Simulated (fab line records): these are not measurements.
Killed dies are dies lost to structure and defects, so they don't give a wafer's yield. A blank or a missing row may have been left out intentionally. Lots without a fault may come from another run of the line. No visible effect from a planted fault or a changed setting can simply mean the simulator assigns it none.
Chamber matching + flow n5_finfet + 4 sister chambers for N5_GATE_CUT_ETCH_37 on rie_diel-01
The step etches SOC in N2/H2, target depth 60 nm, overetch 12 nm, time 90 s. 14 wafers are shown with their chamber, then 7 later ones without.

== EACH WAFER AND ITS CHAMBER ==
| wafer  | chamber | drypump_motor_current_A (A) | showerhead_plenum_p_Torr (Torr) | throttle_valve_pct (%) |
|--------|---------|-----------------------------|---------------------------------|------------------------|
| L074.1 | 2       | 5.9                         | 2.57                            | 18.02                  |
| L074.3 | 0       | 6.4                         | 2.49                            | 17.72                  |
| L074.6 | 3       | 6.2                         | 2.45                            | 17.63                  |
| L078.2 | 3       | 6.2                         | 2.45                            | 17.65                  |
| L078.3 | 0       | 6.4                         | 2.48                            | 17.74                  |
| L078.6 | 2       | 5.9                         | 2.57                            | 18.03                  |
| L077.2 | 3       | 6.2                         | 2.45                            | 17.64                  |
| L077.5 | 2       | 5.9                         | 2.57                            | 18.05                  |
| L077.6 | 3       | 6.2                         | 2.45                            | 17.64                  |
| L079.3 | 3       | 6.2                         | 2.45                            | 17.63                  |
| L079.5 | 1       | 5.4                         | 2.43                            | 17.48                  |
| L079.6 | 2       | 5.9                         | 2.57                            | 18.03                  |
| L083.1 | 1       | 5.5                         | 2.43                            | 17.51                  |
| L083.2 | 3       | 6.2                         | 2.44                            | 17.64                  |

SIGNATURES (means of the wafers above)
| reading                  | chamber 0 | chamber 1 | chamber 2 | chamber 3 | scatter within a chamber |
|--------------------------|-----------|-----------|-----------|-----------|--------------------------|
| drypump_motor_current_A  | 6.400     | 5.450     | 5.900     | 6.200     | 0.0224                   |
| showerhead_plenum_p_Torr | 2.4850    | 2.4300    | 2.5700    | 2.4483    | 0.00365                  |
| throttle_valve_pct       | 17.7300   | 17.4950   | 18.0325   | 17.6383   | 0.0119                   |
Rule: for each reading, subtract the chamber's mean from the wafer's reading, divide by that reading's scatter and square the result; add these up over the readings and take the root, which gives the wafer's distance from the chamber. If the next closest chamber is less than 2 further off than the closest, the wafer can't be placed; otherwise it belongs to the closest. The scatter: the root of (the sum of the squares of (reading less its chamber's mean) over the shown wafers, divided by (wafers less chambers)).

== WAFERS WITHOUT THEIR CHAMBER ==
| wafer  | drypump_motor_current_A (A) | showerhead_plenum_p_Torr (Torr) | throttle_valve_pct (%) |
|--------|-----------------------------|---------------------------------|------------------------|
| L083.4 | 6.2                         | 2.44                            | 17.65                  |
| L085.1 | 5.9                         | 2.56                            | 18.08                  |
| L085.3 | 6.2                         | 2.44                            | 17.67                  |
| L085.4 | 6.2                         | 2.44                            | 17.68                  |
| L092.1 | 5.5                         | 2.42                            | 17.55                  |
| L092.4 | 6.3                         | 2.48                            | 17.31                  |
| L092.5 | 6.2                         | 2.43                            | 17.69                  |

== CHAMBER TAKEN BY EACH ==
| wafer  | from the rows above | in truth                   |
|--------|---------------------|----------------------------|
| L083.4 | 3                   | 3                          |
| L085.1 | 2                   | 2                          |
| L085.3 | 3                   | 3                          |
| L085.4 | 3                   | 3                          |
| L092.1 | 1                   | 1                          |
| L092.4 | 3                   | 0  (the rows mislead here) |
| L092.5 | 3                   | 3                          |
Correct placement for 6 of the 7. Can't be placed from these rows: 0. Wrongly placed: 1.
